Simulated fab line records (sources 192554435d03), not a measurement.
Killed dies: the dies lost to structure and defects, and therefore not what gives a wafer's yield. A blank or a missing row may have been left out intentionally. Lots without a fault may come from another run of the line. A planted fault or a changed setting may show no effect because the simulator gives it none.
fab line records | flow n5-finfet
record: lots: 3 wafers: 9 last-day: 18
route steps=1938 shown HKMG_FIN@396 BEOL_M4@1111 PASSIVATION@1936
lots with no fault: from the same line, run without faults
start-h: start of the lot's first displayed wafer, in hours after the record's first day | wait-h: time in hours since the lot's previous step | " same as the row above | L1.1+2: one row covering several wafers at once | - either no value or no given start | * or withheld: withheld | < > ~ a bound
route shown NAME@n: a module of which the file shows steps, and the number in the route of the first | usual: mean/standard deviation of fault-free wafers | same: alike in all rows | chamber/n: place in a boat | sites: the reading at each site | _std_site: how widely they spread, as a standard deviation | _edge_site: inner sites' mean taken away from outer sites' mean | radius-mm: how far each site lies from the wafer's centre | mask NAME#n: copy n | behind: tool/chamber where the wafer was last shaped | hold: what put the lot on hold/how long, in hours/how the hold closed | device: the transistor (n, p or np) that didn't switch | end of line: the same wafers' tests at the end of the route | step lacking rows: just its recipe | killed: the dies lost at the first sort to structure and to defects; this is not the yield of the wafer | map: dies across one wafer; x = killed, . = not, _ = none there
set.NAME: the setting that was run; set.NAME@STEP: the one run at that earlier step | model.NAME: the simulator's own value behind a step, which no gauge read
lots at some steps of the route; a table a step, a row a wafer
services: when a tool's chamber went out of use (start-h, in hours from the record's first day, below 0 if earlier), for how many hours, and the reason
== steps ==
step: N5_HKMG_FIN_PEB_47
recipe: peb-temp-c: withheld peb-time-s: 60 resist: CAR-ArF
step: N5_HKMG_FIN_DEVELOP_48
recipe: develop-time-s: 30 developer: TMAH resist: CAR-ArF rinse-liquid: diw dry: air-spin dev-temp-c: 23
step: N5_HKMG_FIN_DESCUM_53
recipe: chemistry: O2 time-s: 7.9 source-power-w: 50 bias-power-w: 20 pressure-mtorr: 20 rf-frequency-hz: 2.712e+07 temp-c: 40 resist: CAR-ArF o2-flow-sccm: 225
step: N5_HKMG_FIN_ETCH_54
recipe: chemistry: CF4 target: SiARC target-depth-a: 455 mask-material: CAR-ArF time-s: 75.8 ion-energy-ev: 80 pressure-mtorr: 40 source-w: 545 bias-w: 36 Ar_flow_sccm: 100 cf4-flow-sccm: 100 ends: cleared
step: N5_HKMG_FIN_ETCH_55
recipe: chemistry: N2/H2 target: SOC target-depth-a: 2400 temp-c: 40 time-s: 300 ion-energy-ev: 200 mask-material: SiARC pressure-mtorr: 30 source-w: 840 bias-w: 150 n2-flow-sccm: 200 h2-flow-sccm: 200
step: N5_HKMG_FIN_STRIP_56
recipe: chemistry: N2/H2 temp-c: 40 n2-flow-sccm: 200 h2-flow-sccm: 200 rf-frequency-hz: 6e+07
step: N5_HKMG_FIN_STRIP_57
recipe: chemistry: CF4 resist: SiARC power-w: 300 bias-power-w: 75 pressure-mtorr: 50 cf4-flow-sccm: 150 rf-frequency-hz: 6e+07
step: N5_HKMG_FIN_ETCH_58
recipe: chemistry: N2/H2 target: SOC target-depth-a: 2158 ion-energy-ev: 50 bias-w: 13 time-s: 741 pressure-mtorr: 30 source-w: 875 n2-flow-sccm: 200 h2-flow-sccm: 200
step: N5_HKMG_FIN_STRIP_93
recipe: chemistry: N2/H2 material: SOC time-s: 20 power-w: 500 temp-c: 40 pressure-mtorr: 50 rf-frequency-hz: 6e+07 bias-power-w: 8 h2-frac: 0.5 n2-flow-sccm: 300 h2-flow-sccm: 300
step: N5_HKMG_FIN_WET_ETCH_76
recipe: chemistry: dNH4OH mix: 1:50 temp-c: 25 target: Al2O3 stop-on: La2O3 target-depth-nm: 2.25 dry: ipa-marangoni rinse-time-s: 30 rinse-temp-c: 23
usual: bath-heat-duty-pct: 6.4/0.86
columns lot.wafer tool chamber start-h wait-h bath-heat-duty-pct
L763.2 wet-bench-03 1 147.24 0.1 5.3
L763.5 " 2 " " 6.5
L763.6 " 5 " " 5.9
L772.1 wet-bench-02 1 198.65 0.1 6.8
L772.3 " 6 " " 5.3
L772.4 " 2 " " 6.6
L774.1 wet-bench-03 5 210.44 0.1 6.1
L774.4 " 1 " " 6.3
L774.6 " 0 " " 6.0
step: N5_HKMG_FIN_STRIP_60
recipe: chemistry: N2/H2 power-w: 2500 temp-c: 300 h2-frac: 0.65 time-s: 360 pressure-mtorr: withheld n2-flow-sccm: 1750 h2-flow-sccm: 3250
step: N5_HKMG_FIN_WET_ETCH_77
recipe: chemistry: dHCl mix: 1:10000 temp-c: 25 target: La2O3 stop-on: HfO2 target-depth-nm: 2
step: N5_HKMG_FIN_WET_ETCH_78
recipe: chemistry: dNH4OH mix: 1:50 temp-c: 25 target: Al2O3 stop-on: La2O3 target-depth-nm: 4.5 dry: ipa-marangoni rinse-time-s: 30 rinse-temp-c: 23
step: N5_HKMG_FIN_ALD_79
recipe: material: TiN target-thk-a: 15 temp-c: 400 ald-precursor-family: TiCl4 ald-co-reactant: NH3 pulse-time-s: 1 purge-time-s: 3 co-reactant-purge-time-s: 2 co-reactant-pulse-time-s: 2 ald-cycles: 68 pressure-torr: 3
step: N5_HKMG_FIN_CVD_62
recipe: material: a-Si target-thk-a: 30 temp-c: 500 precursor: Si2H6 pressure-torr: 1 time-s: 20.8
step: N5_HKMG_FIN_RTA_80
recipe: temp-c: withheld time-s: 2 ambient: N2 idle-temp-c: 600 ramp-up-c-per-s: 150 ramp-down-c-per-s: 60 cool-to-c: 600
step: N5_HKMG_FIN_PRECLEAN_64
recipe: chemistry: dHF time-s: 30 temp-c: 25 dilution: withheld
step: N5_HKMG_FIN_WET_ETCH_65
recipe: chemistry: TMAH temp-c: 70 conc-wt-pct: 5 target: a-Si stop-on: TiN time-s: 49 target-depth-nm: 3
step: N5_HKMG_FIN_WET_ETCH_81
recipe: chemistry: SC1 target: TiN stop-on: HfO2 mix: 1:1:5 temp-c: 60 time-s: 57 target-depth-nm: 6
step: N5_HKMG_FIN_WET_ETCH_82
recipe: chemistry: dHCl mix: 1:10000 temp-c: 25 target: La2O3 stop-on: HfO2 target-depth-nm: 2 dry: ipa-marangoni rinse-time-s: 30 rinse-temp-c: 23
step: N5_HKMG_FIN_ALD_36
recipe: material: TiN target-thk-a: 10 temp-c: 400 ald-precursor-family: TiCl4 ald-co-reactant: NH3 pulse-time-s: 1 purge-time-s: 3 co-reactant-purge-time-s: 2 co-reactant-pulse-time-s: 2 ald-cycles: 47 pressure-torr: 3
step: N5_HKMG_FIN_PWFM_ALD_03
recipe: material: TiN target-thk-a: 20 temp-c: 400 ald-precursor-family: TiCl4 ald-co-reactant: NH3 pulse-time-s: 1 purge-time-s: 3 co-reactant-purge-time-s: 2 co-reactant-pulse-time-s: 2 ald-cycles: 91 pressure-torr: 3
step: N5_HKMG_FIN_COAT_29
recipe: resist: SOC temp-c: 250 time-s: 60 spin-rpm: 1500 resist-thk-nm: 300
step: N5_HKMG_FIN_COAT_30
recipe: resist: SiARC temp-c: 220 time-s: 60 spin-rpm: 1500 resist-thk-nm: 35
step: N5_HKMG_FIN_COAT_06
recipe: resist: CAR-ArF spin-rpm: 1500 resist-thk-nm: 90
step: N5_HKMG_FIN_EBR_08
recipe: solvent: PGMEA ebr-width-mm: 1.5
step: N5_HKMG_FIN_SOFTBAKE_07
recipe: temp-c: 110 time-s: 60 resist: CAR-ArF
step: N5_HKMG_FIN_EXPOSE_09
recipe: mask-id: NWFM na: 1.35 source-shape: conventional sigma-outer: 0.8 polarization: unpolarized dose-mj: 39.25
step: N5_HKMG_FIN_PEB_10
recipe: peb-temp-c: withheld peb-time-s: 60 resist: CAR-ArF
step: N5_HKMG_FIN_DEVELOP_11
recipe: develop-time-s: 30 developer: TMAH resist: CAR-ArF dev-temp-c: 23 rinse-liquid: diw dry: air-spin
step: N5_HKMG_FIN_INSPECT_14
recipe: mode: adi inspect-instrument: macro
usual: raw-defect-count: 1.9/1.2
columns lot.wafer tool chamber start-h wait-h raw-defect-count
L763.2 defect-inspect-02 - 149.66 0.0 >300
L763.5 " - " " 1
L763.6 " - " " 3
L772.1 defect-inspect-01 - 201.18 0.0 2
L772.3 " - " " 1
L772.4 " - " " 3
L774.1 defect-inspect-01 - 212.97 0.0 1
L774.4 " - " " 3
L774.6 " - " " 4
step: N5_HKMG_FIN_DESCUM_17
recipe: chemistry: O2 time-s: 7.9 source-power-w: 50 bias-power-w: 20 pressure-mtorr: 20 rf-frequency-hz: 2.712e+07 temp-c: 40 resist: CAR-ArF o2-flow-sccm: 225
step: N5_BEOL_M4_RC_MEAS_101
usual: DIBL_N: 36.2/2.4 DIBL_P: 36.2/2.6 IOFF_N: 0.16/0.045 IOFF_P: 0.21/0.046 ION_N: 674/17 ION_P: 463/11 SS_N: 71.5/0.77 SS_P: 73.1/0.76 VT_N: 250/3.9 VT_P: -250/3.9
columns lot.wafer tool chamber start-h wait-h DIBL_N[mV/V] DIBL_P[mV/V] IOFF_N[nA/um] IOFF_P[nA/um] ION_N[uA/um] ION_P[uA/um] SS_N[mV/dec] SS_P[mV/dec] VT_N[mV] VT_P[mV]
L763.2 prober-01 0 249.75 0.2 35.9 33.7 0.15 0.21 681 470 71.7 72.9 251 -249
L763.5 " 0 " " 33.7 32.1 0.13 0.19 679 476 70.1 72.7 251 -248
L763.6 " 0 " " 38.7 36.5 0.21 0.25 693 469 71.7 73.9 245 -242
L772.1 prober-01 0 300.31 0.0 39.0 38.5 0.21 0.25 685 467 72.9 73.6 247 -248
L772.3 " 0 " " 35.5 35.1 0.13 0.19 651 454 71.0 72.7 254 -248
L772.4 " 0 " " 34.2 33.9 0.11 0.17 667 463 71.5 72.8 256 -252
L774.1 prober-01 0 319.41 0.8 38.5 38.9 0.22 0.28 699 476 71.9 73.4 246 -245
L774.4 " 0 " " 34.5 34.9 0.16 0.22 698 479 71.4 72.1 247 -247
L774.6 " 0 " " 37.4 37.8 0.19 0.26 679 463 71.9 73.5 248 -245
step: N5_PASSIVATION_PROBE_49
usual: defect-limited-yield: 91.2/1.4 killed_at_M0_to_M3: 33/9.5 killed_at_M4_up: 13/4.7 killed-at-contacts: 11/5.3 killed-at-front-end: 42/12 killed-at-other: 5/3.3 killed-dies: 104/17 killed-on-rim: 14/4 killed-open: 67/12 killed-short: 33/7.7 sort_bin_5_function: 5.1/0.94 sort_bin_6_memory: 3.3/0.67 sort-n-pass: 1074/24 sort-yield-pct: 91.1/2
same: gross-dies: 1180 killed-at-back-side: 0 sort_bin_4_leakage[%]: 0 sort_bin_8_speed[%]: 0
columns lot.wafer tool chamber start-h wait-h defect-limited-yield[%] killed_at_M0_to_M3 killed_at_M4_up killed-at-contacts killed-at-front-end killed-at-other killed-dies killed-on-rim killed-open killed-short sort_bin_5_function[%] sort_bin_6_memory[%] sort-n-pass sort-yield-pct[%]
L763.2 prober-02 - 370.64 0.1 84.7 34 12 8 126 1 181 33 49 37 10.3 2.2 999 84.7
L763.5 prober-02 - 370.79 0.2 90.3 32 15 11 51 5 114 16 73 38 6.0 3.2 1066 90.3
L763.6 prober-02 - 370.84 0.3 92.1 35 6 13 38 1 93 16 60 26 4.9 2.2 1087 92.1
L772.1 prober-01 - 407.95 0.0 91.4 29 11 6 52 3 101 11 74 27 5.0 3.4 1079 91.4
L772.3 prober-01 - 408.05 0.1 90.1 46 12 6 50 3 117 20 75 42 5.4 4.2 1063 90.1
L772.4 prober-01 - 408.10 0.2 90.8 30 12 4 62 1 109 13 79 30 5.4 3.4 1071 90.8
killed by level:class
L763.2 HKMG_FIN:unspecified=87 BEOL_M0_SAQP:geometric-particle:short=11 FIN_SAQP:geometric-particle:short=9 FIN_SAQP:geometric-particle:open=8 GATE_CUT:geometric-particle:short=8 MOL_CONTACT_COAG:geometric-particle:open=8 BEOL_M1:geometric-particle:open=5 BEOL_M3:geometric-particle:open=5
L763.5 FIN_SAQP:geometric-particle:open=16 FIN_SAQP:geometric-particle:short=11 BEOL_M0_SAQP:geometric-particle:open=10 MOL_CONTACT_COAG:geometric-particle:open=9 BEOL_M4:geometric-particle:open=9 BEOL_M0_SAQP:geometric-particle:short=8 BEOL_M3:geometric-particle:open=6 STARTING-WAFER:geometric-particle:open=5
L763.6 FIN_SAQP:geometric-particle:open=16 BEOL_M3:geometric-particle:open=11 MOL_CONTACT_COAG:geometric-particle:open=9 FIN_SAQP:geometric-particle:short=8 BEOL_M0_SAQP:geometric-particle:short=8 BEOL_M0_SAQP:geometric-particle:open=4 HKMG_FIN:area-etch=4 DUMMY_GATE:geometric-particle:open=3
L772.1 FIN_SAQP:geometric-particle:open=27 BEOL_M0_SAQP:geometric-particle:open=9 BEOL_M3:geometric-particle:open=8 FIN_SAQP:geometric-particle:short=5 DUMMY_GATE:geometric-particle:open=5 BEOL_M4:geometric-particle:open=5 MOL_CONTACT_COAG:geometric-particle:open=4 BEOL_M2:geometric-particle:open=4
L772.3 FIN_SAQP:geometric-particle:open=17 BEOL_M3:geometric-particle:open=15 BEOL_M2:geometric-particle:open=9 FIN_SAQP:geometric-particle:short=9 STI_FIN_REVEAL:geometric-particle:open=9 BEOL_M0_SAQP:geometric-particle:short=9 GATE_CUT:geometric-particle:open=5 MOL_CONTACT_COAG:geometric-particle:open=5
L772.4 FIN_SAQP:geometric-particle:open=22 STI_FIN_REVEAL:geometric-particle:open=10 DUMMY_GATE:geometric-particle:open=9 BEOL_M2:geometric-particle:open=8 FIN_SAQP:geometric-particle:short=7 BEOL_M3:geometric-particle:open=7 BEOL_M0_SAQP:geometric-particle:open=7 GATE_CUT:geometric-particle:short=4
map L763.2 (x killed, . not)
_________________..x........x________________
______________....x........xxxxx_____________
___________................x.xxxxxx__________
__________.....x........x..xxxxxxxxx_________
________....x..x............xxxxxxxxxx_______
_______........x.......x....xxxxxxxxxxx______
______......x..x............xxxxxxxxxxxx_____
_____........x...............xxxxxxxxxxxx____
____..x.x....................xx.xxxxxxxxxx___
___.......x...........x.........xx.x..x...x__
___....x..x.x..........x........xxx...x....__
__...............x......x...x..............._
__.x...x...............x...x................_
_x...........x.x......x............x.........
_..........x......x..x....x.......x....x...x.
_.............................x..............
_..........x.......................x.........
_.......x..x.x...............x..............x
_....x............x....................x.....
_.x.........x........xx......................
_..x....x..x...............x....x..x.....x...
__xx...............x........................_
__...............x..................xx......_
___x......x...x........x......x............__
___.........x...x..........................__
____......x.................x.........x.x.___
_____................................x...____
______.x.....xx........x................_____
_______.......x..x..x........x.........______
________x............................._______
__________..x.....x................x_________
___________.............x...x..x...__________
______________.................._____________
_________________............________________
map L774.1 (x killed, . not)
_________________............________________
______________...x.............x_____________
___________x......x.....x..........__________
__________.x....x........x.........._________
________..x...........x...x..........x_______
_______....x...........x...............______
______.....x.xx............x....x..x...._____
_____.................x.x.xx..x.......xx.____
____............x.......x.................___
___..x............................xx.......__
___........................................__
__...........x......x.................x....._
__............................x.x...x......._
_........xx..........x......x.x........x..x..
_...................xx................x......
_x................x..........................
_....x....x..............................x...
_.xx............................x...x........
_.......x....xx...x..x.....x.xxx...x.........
_........................x.....x.............
_.......................................x....
__...x......................................_
__..............x.x...................x....._
___.....x..x..xx.........x.....x.......x...__
___...................xx....x.......x....x.__
____.........x......x..................x..___
_____............x...x..x................____
______.x.xx............................._____
_______.....x....x..x........x...x.....______
________........x.............x......x_______
__________x...............x..x....xx_________
___________..............xx........__________
______________....x......x......_____________
_________________............________________
== services ==
columns tool chamber start-h hours kind
wet-bench-03 - 177.77 0.7 repair
== key ==
first-sign: step: N5_HKMG_FIN_INSPECT_14 reading: raw-defect-count direction: up sigmas: 99+ usual: 1.9 struck: >300
effect: step: N5_PASSIVATION_PROBE_49 reading: killed-at-front-end direction: up sigmas: 6.7 usual: 42 struck: 126
more-kills-born-at: N5_HKMG_FIN_WET_ETCH_76@wet-bench-03: 87
met-at N5_HKMG_FIN_WET_ETCH_76
struck-wafers L763.2
fault: kind: chamber-particle-source tool: wet-bench-03 chamber: 1 onset-h: 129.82 steps: N5_HKMG_FIN_WET_ETCH_76 rate-per-visit-cm2: 1.3496 end-h: 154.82
